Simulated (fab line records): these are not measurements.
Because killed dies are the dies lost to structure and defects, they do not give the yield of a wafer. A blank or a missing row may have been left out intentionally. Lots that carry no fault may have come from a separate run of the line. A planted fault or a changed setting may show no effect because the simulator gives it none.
Chamber matching :: flow nand_harc :: NHARC_P_M2_DESCUM_14 on rie_diel-02: 4 sister chambers
The step chemistry O2, time 3 s. 8 wafers are shown with their chamber, then 10 later ones without.

## WAFERS, EACH WITH ITS CHAMBER
wafer: L912.4
chamber: 3
drypump_motor_current_A (A): 6.4
oes_product_au (a.u.): 1.020

wafer: L915.2
chamber: 2
drypump_motor_current_A (A): 6.1
oes_product_au (a.u.): 0.999

wafer: L918.4
chamber: 2
drypump_motor_current_A (A): 6.1
oes_product_au (a.u.): 0.994

wafer: L918.5
chamber: 3
drypump_motor_current_A (A): 6.3
oes_product_au (a.u.): 1.001

wafer: L919.1
chamber: 1
drypump_motor_current_A (A): 5.7
oes_product_au (a.u.): 0.991

wafer: L919.6
chamber: 0
drypump_motor_current_A (A): 6.8
oes_product_au (a.u.): 1.008

wafer: L920.1
chamber: 0
drypump_motor_current_A (A): 6.8
oes_product_au (a.u.): 1.004

wafer: L920.2
chamber: 1
drypump_motor_current_A (A): 5.7
oes_product_au (a.u.): 0.995

## WAFERS WITHOUT THEIR CHAMBER
wafer: L920.5
drypump_motor_current_A (A): 6.1
oes_product_au (a.u.): 1.002

wafer: L924.1
drypump_motor_current_A (A): 6.0
oes_product_au (a.u.): 1.003

wafer: L924.3
drypump_motor_current_A (A): 6.8
oes_product_au (a.u.): 1.000

wafer: L924.4
drypump_motor_current_A (A): 6.8
oes_product_au (a.u.): 1.012

wafer: L922.1
drypump_motor_current_A (A): 6.4
oes_product_au (a.u.): 1.002

wafer: L922.2
drypump_motor_current_A (A): 6.8
oes_product_au (a.u.): 1.003

wafer: L922.4
drypump_motor_current_A (A): 6.4
oes_product_au (a.u.): 1.005

wafer: L933.2
drypump_motor_current_A (A): 6.4
oes_product_au (a.u.): 0.993

wafer: L933.4
drypump_motor_current_A (A): 6.8
oes_product_au (a.u.): 0.999

wafer: L933.6
drypump_motor_current_A (A): 5.7
oes_product_au (a.u.): 0.986

## WHICH CHAMBER EACH WENT THROUGH
wafer: L920.5
from the rows above: 2
in truth: 2

wafer: L924.1
from the rows above: 2
in truth: 2

wafer: L924.3
from the rows above: 0
in truth: 0

wafer: L924.4
from the rows above: 0
in truth: 0

wafer: L922.1
from the rows above: 3
in truth: 3

wafer: L922.2
from the rows above: 0
in truth: 0

wafer: L922.4
from the rows above: 3
in truth: 3

wafer: L933.2
from the rows above: 3
in truth: 3

wafer: L933.4
from the rows above: 0
in truth: 0

wafer: L933.6
from the rows above: 1
in truth: 1
10 of 10 placed correctly. Left unplaced by these rows: 0. 0 placed wrongly.
How it was worked out, from the rows above alone: a wafer's distance from a chamber is the root of the sum, over the readings, of the square of ((its reading less the chamber's mean) divided by the reading's scatter). The wafer belongs to the nearest chamber; if the next one is less than 2 further off, it can't be placed. For every chamber, the mean is computed from those of its wafers that are shown. The scatter is the square root of a quotient: the sum, over the shown wafers, of each reading's squared deviation from its chamber's mean, divided by wafers minus chambers.
